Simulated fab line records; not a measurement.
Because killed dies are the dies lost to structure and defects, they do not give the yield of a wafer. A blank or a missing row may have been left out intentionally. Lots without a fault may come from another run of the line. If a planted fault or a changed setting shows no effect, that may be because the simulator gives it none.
The same fault as seen by 2 desks + flow nand_harc + only its own numbers are on each desk; what lay behind them is given at the end

== THE DEFECT DESK ==
What the inspections along the route counted, lot by lot: means of the sampled wafers that have a number. Marked OUT: a lot whose mean sits more than 4 standard deviations from the usual mean, which makes it out of limits; the brackets give that distance.
Columns: A = raw_defect_count at NHARC_A_CHANNEL_HOLE_D1_INSPECT_40, usual 76
| lot  | first seen here | A   |
|------|-----------------|-----|
| L259 | day 9 00:10     | 82  |
| L260 | day 9 00:55     | 38  |
| L261 | day 9 08:56     | 56  |
| L262 | day 10 04:23    | 90  |
| L264 | day 10 21:20    | 35  |
| L266 | day 11 13:25    | 93  |
| L265 | day 11 15:55    | 46  |
| L267 | day 12 08:52    | 82  |
| L270 | day 13 20:37    | 51  |
| L271 | day 13 20:51    | 94  |
| L275 | day 15 13:26    | 54  |
| L274 | day 15 13:46    | 106 |
| L278 | day 17 00:46    | 70  |
This desk found nothing out of limits on any of the 13 lots.

== THE TOOL OWNER'S DESK: ald_hk-04 ==
The tool's own readings at NHARC_A_CHANNEL_FILL_D1_ALD_02 (deposits SiO2, target thk 6 nm, pulse time 10 s, ald cycles 60): means of the sampled wafers that have a number, for each lot that ran on this tool. Marked OUT: a lot whose mean sits more than 4 standard deviations from the usual mean, which makes it out of limits; the brackets give that distance.
Columns: A = heater_power_w at NHARC_A_CHANNEL_FILL_D1_ALD_02, usual 469 W; B = precursor_pulse_height_rel at NHARC_A_CHANNEL_FILL_D1_ALD_02, usual 0.999
| lot  | first seen here | A   | B     |
|------|-----------------|-----|-------|
| L259 | day 9 00:22     | 478 | 1.004 |
| L260 | day 9 01:07     | 491 | 0.982 |
| L261 | day 9 09:16     | 443 | 0.989 |
| L264 | day 10 21:36    | 485 | 1.027 |
| L267 | day 12 09:04    | 487 | 0.999 |
| L271 | day 13 21:03    | 468 | 0.999 |
| L275 | day 15 13:55    | 488 | 0.993 |
| L278 | day 17 04:15    | 459 | 1.003 |
This desk found nothing out of limits on any of the 8 lots.

== BROUGHT TOGETHER ==
No out-of-limits result turned up at the defect desk.
Nothing out of limits was seen by the tool owner's desk.

== WHAT THE SIMULATOR PUT IN ==
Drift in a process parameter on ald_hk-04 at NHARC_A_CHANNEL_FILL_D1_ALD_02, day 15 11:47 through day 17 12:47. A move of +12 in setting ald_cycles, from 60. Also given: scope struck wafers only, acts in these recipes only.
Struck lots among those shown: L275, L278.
